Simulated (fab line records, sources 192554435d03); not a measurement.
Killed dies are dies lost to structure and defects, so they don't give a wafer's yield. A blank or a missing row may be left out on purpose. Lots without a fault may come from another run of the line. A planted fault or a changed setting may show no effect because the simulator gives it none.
Chamber matching | flow n5_finfet | N5_MOL_CONTACT_COAG_VIA_ETCH_46 on rie_diel-03: 4 sister chambers
The step etches SiO2 in C4F6/O2, target depth 46 nm, overetch 9.2 nm, time 40 s. 20 wafers are shown with their chamber, then 10 later ones without.

WAFERS WITH THEIR CHAMBER
wafer  | chamber | rf_vpp_V (V) | showerhead_plenum_p_Torr (Torr) | throttle_valve_pct (%)
L075.1 | 3       | 1569         | 2.77                            | 41.3
L075.4 | 2       | 1621         | 2.76                            | 40.6
L075.6 | 0       | 1591         | 2.98                            | 41.2
L079.2 | 2       | 1620         | 2.76                            | 40.6
L079.3 | 1       | 1619         | 2.89                            | 41.1
L079.5 | 2       | 1621         | 2.76                            | 40.6
L085.3 | 1       | 1620         | 2.89                            | 41.1
L085.5 | 2       | 1621         | 2.75                            | 40.7
L085.6 | 1       | 1619         | 2.89                            | 41.1
L086.1 | 1       | 1617         | 2.89                            | 41.1
L086.4 | 3       | 1569         | 2.76                            | 41.4
L086.5 | 0       | 1590         | 2.97                            | 41.2
L088.3 | 1       | 1620         | 2.88                            | 41.1
L088.5 | 0       | 1590         | 2.97                            | 41.2
L088.6 | 3       | 1569         | 2.76                            | 41.4
L090.1 | 2       | 1620         | 2.74                            | 40.6
L090.3 | 3       | 1570         | 2.75                            | 41.4
L090.6 | 1       | 1619         | 2.88                            | 41.1
L093.1 | 1       | 1618         | 2.88                            | 41.1
L093.3 | 3       | 1570         | 2.75                            | 41.4

SIGNATURES (means of the wafers above)
reading                  | chamber 0 | chamber 1 | chamber 2 | chamber 3 | scatter within a chamber
rf_vpp_V                 | 1590.33   | 1618.86   | 1620.60   | 1569.40   | 0.788
showerhead_plenum_p_Torr | 2.9733    | 2.8857    | 2.7540    | 2.7580    | 0.00724
throttle_valve_pct       | 41.200    | 41.100    | 40.620    | 41.380    | 0.0316
Rule: a wafer's distance from a chamber is the root of the sum, over the readings, of the square of ((its reading less the chamber's mean) divided by the reading's scatter). The wafer belongs to the nearest chamber; if the next one is less than 2 further off, it can't be placed. The scatter: the root of (the sum of the squares of (reading less its chamber's mean) over the shown wafers, divided by (wafers less chambers)).

WAFERS WITHOUT THEIR CHAMBER
wafer  | rf_vpp_V (V) | showerhead_plenum_p_Torr (Torr) | throttle_valve_pct (%)
L093.5 | 1619         | 2.74                            | 40.7
L094.3 | 1619         | 2.88                            | 41.1
L094.5 | 1621         | 2.74                            | 40.7
L094.6 | 1569         | 2.75                            | 41.4
L095.2 | 1620         | 2.74                            | 40.6
L095.4 | 1589         | 2.96                            | 41.2
L095.5 | 1589         | 2.96                            | 41.2
L097.1 | 1621         | 2.74                            | 40.6
L097.3 | 1617         | 2.88                            | 41.1
L097.4 | 1589         | 2.96                            | 41.2

WHICH CHAMBER EACH WENT THROUGH
wafer  | from the rows above | in truth
L093.5 | 2                   | 2
L094.3 | 1                   | 1
L094.5 | 2                   | 2
L094.6 | 3                   | 3
L095.2 | 2                   | 2
L095.4 | 0                   | 0
L095.5 | 0                   | 0
L097.1 | 2                   | 2
L097.3 | 1                   | 1
L097.4 | 0                   | 0
Placed correctly: 10 of 10. Can't be placed from these rows: 0. Placed wrongly: 0.
